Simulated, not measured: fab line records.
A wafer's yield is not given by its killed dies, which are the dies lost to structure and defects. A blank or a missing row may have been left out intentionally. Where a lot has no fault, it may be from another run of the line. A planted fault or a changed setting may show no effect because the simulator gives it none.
fab line records	flow n5_finfet
record lots=7	wafers=21	last_day=17
route steps=1938 shown SD_EPI_P@324 SD_ACTIVATION@330 ILD0@335 BEOL_M4@1111 PASSIVATION@1936
lots that met no fault: taken from a fault-free run of the same line
start_h: the number of hours between the record's first day and the start of the first shown wafer of the lot	wait_h: how many hours have passed since the lot's step before this one	" the same as in the row above	L1.1+2: a row that stands for several wafers	- value missing, or start not given	* or withheld: withheld	< > ~ a bound
route shown NAME@n: NAME is a module with steps in the file, n the number in the route of the first one	usual: average and standard deviation across the fault-free wafers	same: alike in all rows	chamber/n: place in a boat	sites: the reading at each site	_std_site: standard deviation of those values	_edge_site: inner sites' mean taken away from outer sites' mean	radius_mm: how far each site lies from the wafer's centre	mask NAME#n: copy n	behind: the last tool/chamber to shape the wafer	hold: reason for holding the lot/hours on hold/outcome of the hold	device: the n, p or np transistor that did not switch	end of line: tests run on the same wafers once the route is complete	a step without rows: its recipe alone	killed: count of dies lost to structure and defects at first sort (not the wafer's yield)	map: dies across one wafer; x = killed, . = not, _ = none there
set.NAME: the setting the step ran with; set.NAME@STEP: the setting that earlier step ran with	model.NAME: the simulator's own value behind a step, which no gauge read
lots seen at some steps along the route; tables by step, rows by wafer
services: a tool's chamber out of use, with start hour (start_h, from the record's first day; less than 0 if before it), hours out, and reason
## steps
# step N5_SD_EPI_P_SRD_49
# recipe dry=ipa_marangoni	time_s=30	temp_c=23	rinse_liquid=diw
# step N5_SD_EPI_P_PRECLEAN_24
# recipe chemistry=O3/DIW	time_s=45	temp_c=22	o3_ppm=10
# step N5_SD_EPI_P_PRECLEAN_32
# recipe chemistry=dHF	time_s=10	dilution=500:1	temp_c=25
# step N5_SD_EPI_P_PRECLEAN_33
# recipe chemistry=SC2	time_s=45	temp_c=35	mix=1:1:50
# step N5_SD_EPI_P_SRD_25
# recipe time_s=30	temp_c=23	rinse_liquid=diw	dry=ipa_marangoni
# step N5_SD_EPI_P_INSPECT_26
# recipe inspect_instrument=darkfield	mode=post_epi
# usual raw_defect_count=178/38
lot.wafer	tool	chamber	start_h	wait_h	raw_defect_count
L289.2	defect_inspect-02	-	64.13	0.0	218
L289.3	"	-	"	"	141
L289.6	"	-	"	"	196
L296.2	defect_inspect-01	-	112.11	0.0	134
L296.4	"	-	"	"	171
L296.6	"	-	"	"	100
L297.2	defect_inspect-01	-	113.81	0.0	212
L297.4	"	-	"	"	177
L297.6	"	-	"	"	219
L299.2	defect_inspect-02	-	125.19	0.0	136
L299.3	"	-	"	"	117
L299.6	"	-	"	"	197
L301.2	defect_inspect-01	-	136.67	0.0	218
L301.3	"	-	"	"	222
L301.6	"	-	"	"	212
L305.3	defect_inspect-01	-	159.24	0.0	166
L305.4	"	-	"	"	134
L305.5	"	-	"	"	172
L311.3	defect_inspect-01	-	197.04	0.0	189
L311.4	"	-	"	"	169
L311.5	"	-	"	"	191
# step N5_SD_ACTIVATION_RTA_00
# recipe temp_c=975	time_s=0	ambient=N2	idle_temp_c=600	ramp_up_c_per_s=150	ramp_down_c_per_s=60	cool_to_c=600
# usual lamp_power_pct=8.96/0.054	lamp_zone_2_pct=8.951/0.027	wafer_temp_C_max=975.2/2.1
lot.wafer	tool	chamber	start_h	wait_h	lamp_power_pct	lamp_zone_2_pct	wafer_temp_C_max
L289.2	rtp_anneal-02	0	64.19	0.1	9.00	8.946	973.3
L289.3	"	0	"	"	8.89	8.971	977.0
L289.6	"	0	"	"	8.96	8.969	973.2
L296.2	rtp_anneal-01	0	112.17	0.1	8.98	8.951	977.3
L296.4	"	0	"	"	8.87	8.958	976.7
L296.6	"	0	"	"	8.98	8.930	974.8
L297.2	rtp_anneal-02	0	113.87	0.1	9.00	8.971	974.2
L297.4	"	0	"	"	8.97	8.941	977.0
L297.6	"	0	"	"	8.94	8.902	971.0
L299.2	rtp_anneal-01	0	125.43	0.2	8.86	9.002	976.8
L299.3	"	0	"	"	9.02	8.915	977.0
L299.6	"	0	"	"	9.00	8.944	972.8
L301.2	rtp_anneal-02	0	136.72	0.1	9.00	8.964	976.4
L301.3	"	0	"	"	8.96	8.955	974.3
L301.6	"	0	"	"	8.94	8.960	975.5
L305.3	rtp_anneal-02	0	159.32	0.1	8.98	8.957	972.9
L305.4	"	0	"	"	9.02	8.938	977.1
L305.5	"	0	"	"	8.88	8.937	971.5
L311.3	rtp_anneal-01	0	197.13	0.1	8.97	8.927	973.0
L311.4	"	0	"	"	8.87	8.984	976.7
L311.5	"	0	"	"	9.05	8.975	975.7
# step N5_SD_ACTIVATION_LSA_01
# recipe temp_c=1080	time_s=0.0008	ambient=N2
# usual wafer_temp_C_max=1085.5/1.4
lot.wafer	tool	chamber	start_h	wait_h	wafer_temp_C_max
L289.2	laser_anneal-01	0	64.39	0.2	1085.4
L289.3	"	0	"	"	1085.8
L289.6	"	0	"	"	1087.6
L296.2	laser_anneal-01	0	112.37	0.2	1088.0
L296.4	"	0	"	"	1085.3
L296.6	"	0	"	"	1088.0
L297.2	laser_anneal-01	0	114.08	0.2	1085.6
L297.4	"	0	"	"	1086.2
L297.6	"	0	"	"	1088.5
L299.2	laser_anneal-02	0	125.63	0.2	1082.8
L299.3	"	0	"	"	1086.4
L299.6	"	0	"	"	1083.9
L301.2	laser_anneal-02	0	136.92	0.2	1084.8
L301.3	"	0	"	"	1083.7
L301.6	"	0	"	"	1084.0
L305.3	laser_anneal-02	0	159.53	0.2	1085.7
L305.4	"	0	"	"	1083.8
L305.5	"	0	"	"	1084.9
L311.3	laser_anneal-02	0	197.33	0.2	1083.9
L311.4	"	0	"	"	1084.4
L311.5	"	0	"	"	1084.3
# step N5_SD_ACTIVATION_RS_MEAS_03
# recipe thk_meas_gauge=four-point-probe
# usual RS_SD_N=21.83/0.27	RS_SD_P=55.8/0.75
lot.wafer	tool	chamber	start_h	wait_h	RS_SD_N[ohm/sq]	RS_SD_P[ohm/sq]
L289.2	film_metro-01	-	64.58	0.2	22.19	55.3
L289.3	"	-	"	"	22.04	54.5
L289.6	"	-	"	"	22.48	55.1
L296.2	film_metro-01	-	112.56	0.2	21.77	55.5
L296.4	"	-	"	"	21.62	55.4
L296.6	"	-	"	"	21.66	55.7
L297.2	film_metro-02	-	114.27	0.2	22.30	57.2
L297.4	"	-	"	"	21.89	55.8
L297.6	"	-	"	"	21.72	55.8
L299.2	film_metro-01	-	125.82	0.2	21.72	56.6
L299.3	"	-	"	"	21.62	56.4
L299.6	"	-	"	"	21.49	56.5
L301.2	film_metro-02	-	137.13	0.2	21.87	54.8
L301.3	"	-	"	"	21.98	56.4
L301.6	"	-	"	"	21.33	55.4
L305.3	film_metro-02	-	159.71	0.2	21.61	56.8
L305.4	"	-	"	"	21.51	56.6
L305.5	"	-	"	"	21.81	56.4
L311.3	film_metro-02	-	197.51	0.2	21.74	55.5
L311.4	"	-	"	"	21.91	56.1
L311.5	"	-	"	"	21.47	55.0
# step N5_SD_ACTIVATION_INSPECT_02
# recipe inspect_instrument=darkfield	mode=post_anneal
# usual raw_defect_count=178/36
lot.wafer	tool	chamber	start_h	wait_h	raw_defect_count
L289.2	defect_inspect-02	-	64.88	0.1	214
L289.3	"	-	"	"	152
L289.6	"	-	"	"	187
L296.2	defect_inspect-01	-	112.86	0.1	137
L296.4	"	-	"	"	179
L296.6	"	-	"	"	109
L297.2	defect_inspect-02	-	114.58	0.2	224
L297.4	"	-	"	"	181
L297.6	"	-	"	"	236
L299.2	defect_inspect-02	-	126.13	0.2	142
L299.3	"	-	"	"	114
L299.6	"	-	"	"	195
L301.2	defect_inspect-01	-	137.43	0.1	220
L301.3	"	-	"	"	211
L301.6	"	-	"	"	205
L305.3	defect_inspect-01	-	159.99	0.1	171
L305.4	"	-	"	"	124
L305.5	"	-	"	"	188
L311.3	defect_inspect-01	-	197.80	0.1	179
L311.4	"	-	"	"	185
L311.5	"	-	"	"	175
# step N5_ILD0_LINER_00
# recipe material=SiNx	target_thk_a=40	temp_c=400	ald_precursor_family=SiH2I2	ald_co_reactant=N2/H2-plasma	pulse_time_s=1	purge_time_s=2	co_reactant_purge_time_s=2	ald_cycles=80	pressure_torr=2
# usual heater_power_w=864/66	precursor_pulse_height_rel=1.000/0.019
# same pulse_time_s=1
lot.wafer	tool	chamber	start_h	wait_h	heater_power_w	precursor_pulse_height_rel
L289.2	ald_sin-01	0	64.92	0.0	749	0.985
L289.3	"	3	"	"	918	0.960
L289.6	"	0	"	"	740	1.053
L296.2	ald_sin-04	1	112.90	0.0	993	0.983
L296.4	"	0	"	"	841	1.008
L296.6	"	2	"	"	894	1.002
L297.2	ald_sin-01	2	114.62	0.0	869	1.018
L297.4	"	0	"	"	735	0.966
L297.6	"	2	"	"	864	0.966
L299.2	ald_sin-04	2	126.17	0.0	901	0.988
L299.3	"	1	"	"	961	0.977
L299.6	"	3	"	"	841	1.004
L301.2	ald_sin-01	0	137.47	0.0	739	1.001
L301.3	"	3	"	"	893	1.009
L301.6	"	2	"	"	860	1.017
L305.3	ald_sin-01	3	160.05	0.1	922	0.996
L305.4	"	1	"	"	944	0.999
L305.5	"	0	"	"	762	0.989
L311.3	ald_sin-03	2	197.94	0.1	869	1.040
L311.4	"	0	"	"	840	1.001
L311.5	"	3	"	"	879	0.989
# step N5_ILD0_FCVD_FILL_01
# recipe material=SiO2_flowable	target_thk_a=2000	temp_c=100	pressure_torr=0.8	rf_w=2000	time_s=328.3
# usual rf_fwd_power_W=1997/6.2
lot.wafer	tool	chamber	start_h	wait_h	rf_fwd_power_W
L289.2	fcvd-02	0	65.33	0.2	1996
L289.3	"	0	"	"	1999
L289.6	"	1	"	"	2001
L296.2	fcvd-01	1	113.32	0.2	1995
L296.4	"	1	"	"	2003
L296.6	"	1	"	"	2002
L296.2	fcvd-01	1	113.86	0.4	1993
L296.4	"	1	"	"	2004
L296.6	"	1	"	"	1996
L297.2	fcvd-02	1	115.04	0.2	2000
L297.4	"	1	"	"	2003
L297.6	"	1	"	"	2009
L299.2	fcvd-02	1	126.58	0.2	2003
L299.3	"	0	"	"	2007
L299.6	"	0	"	"	2004
L301.2	fcvd-01	0	138.07	0.4	2001
L301.3	"	1	"	"	1997
L301.6	"	1	"	"	2007
L301.2	fcvd-01	0	138.62	0.4	1991
L301.3	"	1	"	"	2005
L301.6	"	1	"	"	2002
L305.3	fcvd-01	1	160.58	0.3	1995
L305.4	"	0	"	"	2001
L305.5	"	0	"	"	1996
L305.3	fcvd-01	1	161.13	0.4	2005
L305.4	"	0	"	"	1992
L305.5	"	0	"	"	1996
L311.3	fcvd-02	0	198.59	0.5	1993
L311.4	"	0	"	"	1980
L311.5	"	0	"	"	1991
# step N5_ILD0_CURE_02
# recipe temp_c=450	time_s=1800	ambient=steam	idle_temp_c=400	ramp_up_c_per_min=5	ramp_down_c_per_min=3	densification_p_h2o_torr=640
# step N5_ILD0_CMP_03
# recipe stop_on=SiNx	t_overpolish_s=1.9	post_cmp_clean=alkaline_brush	down_force_psi=4.1491	platen_rpm=51.796	pad_velocity_m_s=1.0306	target_thk_nm=197.38
# usual motor_current_A=13.1/1.4	overpolish_run_s=1.899/0.0088	slurry_flow_ml_min=150.0/0.5	time_to_endpoint_s=68/4
lot.wafer	tool	chamber	start_h	wait_h	motor_current_A	overpolish_run_s	slurry_flow_ml_min	time_to_endpoint_s	model.SiO2_flowable_of_ILD0_FCVD_FILL_01.thk_nm
L289.2	cmp-03	1	67.30	0.0	12.0	1.893	150.9	67	197.2
L289.3	"	3	"	"	14.6	1.908	149.9	72	197.4
L289.6	"	1	"	"	12.1	1.916	149.9	64	197.8
L296.4	cmp-04	2	115.84	0.1	15.0	1.897	149.4	129	197
L296.2	"	0	"	"	12.0	1.904	149.2	129	196.6
L296.6	"	2	"	"	13.9	1.898	150.3	125	197.2
L297.2	cmp-03	1	116.99	0.0	11.9	1.892	150.0	64	197
L297.4	"	3	"	"	14.3	1.902	150.6	68	198
L297.6	"	1	"	"	11.0	1.898	150.6	67	198.2
L299.2	cmp-04	2	128.53	0.0	16.5	1.909	151.1	66	196.6
L299.3	"	3	"	"	14.3	1.886	149.4	65	195.6
L299.6	"	3	"	"	14.2	1.911	150.1	65	197.2
L301.3	cmp-04	3	140.65	0.1	14.5	1.893	149.4	126	197
L301.2	"	0	"	"	10.9	1.898	149.9	130	196.8
L301.6	"	2	"	"	15.4	1.906	150.0	132	197.6
L305.4	cmp-04	3	162.96	0.0	14.2	1.914	149.1	130	197.6
L305.3	"	1	"	"	13.1	1.890	150.0	127	197
L305.5	"	3	"	"	14.1	1.896	150.1	126	195.4
L311.3	cmp-03	0	200.74	0.1	13.7	1.909	149.7	74	198
L311.4	"	1	"	"	11.4	1.910	149.4	72	197.4
L311.5	"	3	"	"	14.6	1.886	149.5	74	197.6
# step N5_ILD0_THK_MEAS_04
# usual thk_nm=197.0/1.1
lot.wafer	tool	chamber	start_h	wait_h	thk_nm
L289.2	film_metro-02	-	67.59	-	197.3
L289.3	"	-	"	"	197.4
L289.6	"	-	"	"	197.9
L296.2	film_metro-01	-	116.14	-	196.5
L296.4	"	-	"	"	197.1
L296.6	"	-	"	"	197.0
L297.2	film_metro-01	-	117.28	-	196.9
L297.4	"	-	"	"	198.1
L297.6	"	-	"	"	198.2
L299.2	film_metro-02	-	128.83	-	196.7
L299.3	"	-	"	"	195.5
L299.6	"	-	"	"	197.0
L301.2	film_metro-02	-	140.87	-	197.8
L301.3	"	-	"	"	196.9
L301.6	"	-	"	"	197.5
L305.3	film_metro-01	-	163.26	-	197.0
L305.4	"	-	"	"	198.5
L305.5	"	-	"	"	195.6
L311.3	film_metro-01	-	201.00	-	198.1
L311.4	"	-	"	"	197.6
L311.5	"	-	"	"	197.6
# step N5_BEOL_M4_RC_MEAS_101
# usual DIBL_N=36.0/2.2	DIBL_P=35.9/2.6	IOFF_N=0.16/0.038	IOFF_P=0.21/0.042	ION_N=675/15	ION_P=463/10	SS_N=71.5/0.62	SS_P=73.2/0.76	VT_N=250/4.1	VT_P=-251/3.6
lot.wafer	tool	chamber	start_h	wait_h	DIBL_N[mV/V]	DIBL_P[mV/V]	IOFF_N[nA/um]	IOFF_P[nA/um]	ION_N[uA/um]	ION_P[uA/um]	SS_N[mV/dec]	SS_P[mV/dec]	VT_N[mV]	VT_P[mV]
L289.2	prober-01	0	168.90	0.2	33.5	33.4	0.11	0.16	672	464	71.0	72.3	257	-252
L289.3	"	0	"	"	35.0	36.4	0.13	0.21	669	466	70.8	73.8	253	-248
L289.6	"	0	"	"	35.0	36.1	0.13	0.19	675	463	71.6	73.9	254	-252
L297.2	prober-02	0	216.01	0.2	37.0	34.9	0.14	0.16	671	449	71.9	73.1	254	-257
L297.4	"	0	"	"	36.9	36.5	0.16	0.19	683	458	72.4	73.1	252	-256
L297.6	"	0	"	"	34.9	33.9	0.11	0.15	661	445	71.1	73.0	256	-257
L296.2	prober-01	0	219.93	0.2	36.3	36.8	0.15	0.20	664	454	71.2	73.4	252	-253
L296.4	"	0	"	"	34.3	34.1	0.11	0.16	645	447	70.9	72.9	254	-255
L296.6	"	0	"	"	38.3	38.6	0.19	0.23	676	465	71.9	74.3	251	-250
L299.2	prober-01	0	230.65	0.2	37.6	35.9	0.17	0.25	688	479	71.0	73.6	251	-247
L299.3	"	0	"	"	36.6	33.7	0.13	0.20	673	468	70.5	72.3	251	-250
L299.6	"	0	"	"	36.8	33.6	0.14	0.21	660	454	71.1	73.3	251	-249
L301.2	prober-02	0	270.81	0.2	37.5	36.4	0.17	0.21	689	475	71.8	73.3	250	-251
L301.3	"	0	"	"	37.1	36.3	0.16	0.20	676	464	72.0	73.1	251	-249
L301.6	"	0	"	"	37.3	36.6	0.17	0.21	687	467	71.5	73.7	249	-247
L305.3	prober-02	0	295.36	0.3	37.6	39.1	0.19	0.26	684	471	72.3	73.6	245	-246
L305.4	"	0	"	"	40.7	42.4	0.25	0.32	700	477	72.1	74.5	241	-245
L305.5	"	0	"	"	37.0	37.4	0.18	0.24	662	457	71.7	73.2	247	-249
L311.3	prober-02	0	306.66	0.3	34.1	34.9	0.15	0.21	684	474	71.1	73.1	247	-249
L311.4	"	0	"	"	32.8	30.7	0.12	0.16	666	459	71.3	71.2	251	-253
L311.5	"	0	"	"	36.8	37.0	0.20	0.25	690	472	71.9	73.3	244	-245
# step N5_PASSIVATION_PROBE_49
# usual defect_limited_yield=91.4/1.6	killed_at_M0_to_M3=35/10	killed_at_M4_up=12/4.7	killed_at_contacts=12/5.8	killed_at_front_end=38/12	killed_at_other=4/3.2	killed_dies=102/18	killed_open=68/14	killed_short=32/8	sort_bin_5_function=5.1/0.96	sort_bin_6_memory=3.2/0.77	sort_n_pass=1078/20	sort_yield_pct=91.3/1.7
# same gross_dies=1180	killed_at_back_side=0	sort_bin_4_leakage[%]=0	sort_bin_8_speed[%]=0
lot.wafer	tool	chamber	start_h	wait_h	defect_limited_yield[%]	killed_at_M0_to_M3	killed_at_M4_up	killed_at_contacts	killed_at_front_end	killed_at_other	killed_dies	killed_open	killed_short	sort_bin_5_function[%]	sort_bin_6_memory[%]	sort_n_pass	sort_yield_pct[%]
L296.2	prober-02	-	325.64	0.1	87.7	39	6	30	69	1	145	100	45	8.1	3.7	1035	87.7
L296.6	prober-02	-	325.84	0.3	90.8	46	13	12	33	5	109	72	37	5.3	3.7	1071	90.8
L301.2	prober-01	-	359.80	0.5	90.7	42	17	6	43	2	110	76	34	6.1	3.0	1070	90.7
L301.3	prober-01	-	359.85	0.6	91.0	42	8	8	43	5	106	72	34	4.5	3.9	1074	91.0
L301.6	prober-01	-	360.00	0.7	91.5	35	11	11	37	6	100	68	32	5.1	3.2	1080	91.5
L305.3	prober-01	-	379.89	0.1	91.5	28	5	20	41	6	100	67	33	4.7	3.6	1080	91.5
L305.4	prober-01	-	379.94	0.2	93.6	25	5	1	33	11	75	44	31	3.1	2.8	1105	93.6
L305.5	prober-01	-	379.99	0.2	90.6	54	17	7	31	2	111	67	43	4.9	4.1	1069	90.6
# killed by level:class
L296.2 STI_FIN_REVEAL:geometric_particle:open=28 MOL_CONTACT_COAG:geometric_particle:open=26 BEOL_M0_SAQP:geometric_particle:short=12 FIN_SAQP:geometric_particle:short=10 FIN_SAQP:geometric_particle:open=9 BEOL_M0_SAQP:geometric_particle:open=9 BEOL_M3:geometric_particle:open=8 STI_FIN_REVEAL:geometric_particle:short=6
L296.6 BEOL_M0_SAQP:geometric_particle:open=16 BEOL_M0_SAQP:geometric_particle:short=15 STI_FIN_REVEAL:geometric_particle:open=13 MOL_CONTACT_COAG:geometric_particle:open=8 BEOL_M3:geometric_particle:open=8 STARTING-WAFER:geometric_particle:open=5 FIN_SAQP:geometric_particle:open=4 MOL_CONTACT_COAG:geometric_particle:short=4
L301.2 FIN_SAQP:geometric_particle:open=15 BEOL_M0_SAQP:geometric_particle:short=15 BEOL_M4:geometric_particle:open=12 BEOL_M0_SAQP:geometric_particle:open=10 STARTING-WAFER:geometric_particle:open=6 BEOL_M1:geometric_particle:open=6 FIN_SAQP:geometric_particle:short=5 STI_FIN_REVEAL:geometric_particle:open=5
L301.3 BEOL_M0_SAQP:geometric_particle:open=19 BEOL_M0_SAQP:geometric_particle:short=16 FIN_SAQP:geometric_particle:open=9 MOL_CONTACT_COAG:geometric_particle:open=8 STI_FIN_REVEAL:geometric_particle:open=7 DUMMY_GATE:geometric_particle:open=6 GATE_CUT:geometric_particle:short=4 STARTING-WAFER:geometric_particle:short=4
L301.6 STI_FIN_REVEAL:geometric_particle:open=14 BEOL_M0_SAQP:geometric_particle:open=9 MOL_CONTACT_COAG:geometric_particle:open=8 BEOL_M0_SAQP:geometric_particle:short=7 BEOL_M1:geometric_particle:open=6 DUMMY_GATE:geometric_particle:open=5 BEOL_M3:geometric_particle:open=5 BEOL_M5:geometric_particle:open=5
L305.3 MOL_CONTACT_COAG:geometric_particle:open=18 STI_FIN_REVEAL:geometric_particle:open=10 BEOL_M0_SAQP:geometric_particle:short=10 FIN_SAQP:geometric_particle:open=9 STI_FIN_REVEAL:geometric_particle:short=6 BEOL_M0_SAQP:geometric_particle:open=6 BEOL_M1:geometric_particle:open=4 FIN_SAQP:geometric_particle:short=3
L305.4 STI_FIN_REVEAL:geometric_particle:open=12 FIN_SAQP:geometric_particle:open=7 BEOL_M0_SAQP:geometric_particle:short=7 FIN_SAQP:geometric_particle:short=5 PASS1_CAP:geometric_particle:short=5 BEOL_M1:geometric_particle:open=4 BEOL_M0_SAQP:geometric_particle:open=4 STI_FIN_REVEAL:geometric_particle:short=3
L305.5 BEOL_M0_SAQP:geometric_particle:open=12 BEOL_M0_SAQP:geometric_particle:short=11 BEOL_M1:geometric_particle:open=9 FIN_SAQP:geometric_particle:open=6 BEOL_M2:geometric_particle:open=6 FIN_SAQP:geometric_particle:short=5 BEOL_M1:geometric_particle:short=5 GATE_CUT:geometric_particle:short=4
## services
tool	chamber	start_h	hours	kind
cmp-04	-	42.06	-	consumable_replace:conditioner
cmp-04	-	42.06	-	consumable_replace:pad
ald_sin-04	3	47.30	10.1	repair
fcvd-02	-	58.31	6.7	repair
ald_sin-03	2	73.47	9.4	repair
fcvd-02	1	73.57	15.5	repair
cmp-03	-	75.94	1.1	repair
ald_sin-03	-	85.25	14.0	pm
ald_sin-04	3	102.77	18.7	repair
laser_anneal-01	-	108.83	2.4	pm
laser_anneal-02	-	109.92	14.0	repair
cmp-03	-	126.83	1.2	repair
fcvd-02	-	137.20	2.0	repair
ald_sin-01	1	144.50	5.2	repair
fcvd-02	-	152.94	1.4	repair
laser_anneal-02	-	157.14	1.7	pm
laser_anneal-02	-	175.78	0.6	repair
ald_sin-01	-	177.18	14.0	pm
ald_sin-01	0	177.18	14.0	vent_cycle
ald_sin-01	1	177.18	14.0	vent_cycle
ald_sin-01	2	177.18	14.0	vent_cycle
ald_sin-01	3	177.18	14.0	vent_cycle
cmp-04	-	177.55	0.7	repair
fcvd-02	1	185.62	-	clean
## key
first_sign step=N5_ILD0_FCVD_FILL_01	reading=visit	direction=added
effect step=N5_ILD0_CMP_03	reading=time_to_endpoint_s	direction=up	sigmas=15	usual=*	struck=*
model_effect step=N5_ILD0_CMP_03	value=SiO2_flowable_of_ILD0_FCVD_FILL_01.thk_nm	without=196.4	struck=196.9
met_at N5_ILD0_FCVD_FILL_01
struck_wafers L296.2,L296.4,L296.6,L301.2,L301.3,L301.6,L305.3,L305.4,L305.5
fault kind=repeated_step_whole	tool=fcvd-01,fcvd-02	chamber=-	onset_h=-	steps=N5_ILD0_FCVD_FILL_01	times=1	scope=struck_lots_only
